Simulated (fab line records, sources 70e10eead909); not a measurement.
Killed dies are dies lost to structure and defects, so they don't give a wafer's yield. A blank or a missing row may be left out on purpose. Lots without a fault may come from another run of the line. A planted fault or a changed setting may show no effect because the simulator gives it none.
Problem report in the 8D (eight disciplines) form, filled by code | flow nand_harc | the parts of the form that need people (team, actions taken, sign-off) are left out

1. THE PROBLEM
time_to_endpoint_s at NHARC_P_M0_CMP_23 reads a mean of 46.9 s on 3 wafers of 2 lots; wafers without a fault read 29.1 s with a standard deviation of 2.4. That is +7.4 standard deviations from the usual mean.
The step: polishes, t overpolish 20 s, target thk 117.53 nm.
First seen on wafer L403.2, day 7 20:07, on cmp-03. The record holds 33 wafers of 11 lots with a number at this step. Rule for "out", or "out of limits": more than 4 standard deviations from the usual mean. The other wafers with a number count as sound.

2. WHAT IT IS AND WHAT IT IS NOT
question                    | is                     | is not
which readings at this step | time_to_endpoint_s     | motor_current_A, slurry_flow_ml_min
which lots                  | L403, L405             | L396, L397, L399, L400, L413, L414, L417, L418, L419
which wafers of those lots  | L403.2, L403.6, L405.1 | L403.1, L405.2, L405.6
read on which tools         | cmp-03                 | cmp-01, cmp-04
when                        | from day 7 20:07       | up to then (13 sound wafers); but 17 sound wafers of L405, L413, L414, L417, L418, L419 came after

3. SUSPECTS, AND WHAT RULES EACH OUT
Counting: a tool at a process step up to the reading stays a suspect if it ran every lot that is out. Sound lots after the first of them don't rule it out here, since some wafers of a struck lot are sound.
- rie_diel-04 at NHARC_P_CONTACT_ETCH_31 (etches the open film in CH3F/O2, target depth 30 nm, time 85.7 s): kept. It ran every lot that is out, first L403 (day 7 16:31); its last sound lot up to then is L399 (day 6 14:41). NHARC_P_CONTACT_ETCH_31 gives no start for some lots, so the hours and the order of its lots are those of NHARC_P_CONTACT_CMP_24.
- cmp-02 at NHARC_P_CONTACT_CMP_24 (polishes, t overpolish 30 s, target thk 200 nm): kept. It ran every lot that is out, first L403 (day 7 16:31).
- pvd_sputter-02 at NHARC_P_M0_PRE_CLEAN_29 (time 30 s): kept. It ran every lot that is out, first L403 (day 7 19:21); its last sound lot up to then is L396 (day 5 23:14). NHARC_P_M0_PRE_CLEAN_29 gives no start for some lots, so the hours and the order of its lots are those of NHARC_P_M0_ECD_22.
- ecd_cu-01 at NHARC_P_M0_ECD_22 (material Cu, target thk 400 nm): kept. It ran every lot that is out, first L403 (day 7 19:21); its last sound lot up to then is L397 (day 6 12:35).
- cmp-03 at NHARC_P_M0_CMP_23 (polishes, t overpolish 20 s, target thk 117.53 nm): kept. It ran every lot that is out, first L403 (day 7 20:07); its last sound lot up to then is L399 (day 6 18:14). Its own readings are out on those wafers: time_to_endpoint_s.
- Within ecd_cu-01 at NHARC_P_M0_ECD_22: the wafers that are out ran in chamber 0; their sound lot-mates ran in chamber 1.
Left after counting: rie_diel-04 at NHARC_P_CONTACT_ETCH_31, cmp-02 at NHARC_P_CONTACT_CMP_24, pvd_sputter-02 at NHARC_P_M0_PRE_CLEAN_29, ecd_cu-01 at NHARC_P_M0_ECD_22, cmp-03 at NHARC_P_M0_CMP_23.

4. THE CAUSE (what the simulator had put in)
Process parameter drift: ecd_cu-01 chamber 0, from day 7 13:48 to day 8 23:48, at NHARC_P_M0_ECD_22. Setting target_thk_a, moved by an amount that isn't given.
Counting left 5 suspects, and this tool is among them.

5. THE CHAIN OF EFFECTS, in route order
Each row: a reading whose mean over the struck wafers that have a number lies more than 3 standard deviations from the usual. Only readings for which the record gives a usual standard deviation are gone through. hours: the time from each lot's start at the first step in this table that gives one to its start at this step, as a median over the lots. sigmas: the change in usual standard deviations.
hours | step              | reading            | usual  | on struck wafers | change | sigmas
0     | NHARC_P_M0_CMP_23 | time_to_endpoint_s | 29.1 s | 46.9             | +17.8  | +7.4
The process steps in it:
- NHARC_P_M0_CMP_23: polishes, t overpolish 20 s, target thk 117.53 nm.

6. WHAT WOULD HAVE CAUGHT IT SOONER
In this record the first reading out of limits was taken at day 7 20:07, 6 hours after the fault began at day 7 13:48.
Of the tool readings at NHARC_P_M0_ECD_22 for which the record gives a usual standard deviation, none was out on any struck wafer, so an alarm limit of 4 standard deviations on them would not have fired.
Of the lots that are out (2), L405 began NHARC_P_M0_ECD_22 on ecd_cu-01 after day 7 20:07. A hold on the tool at that time would have spared it.
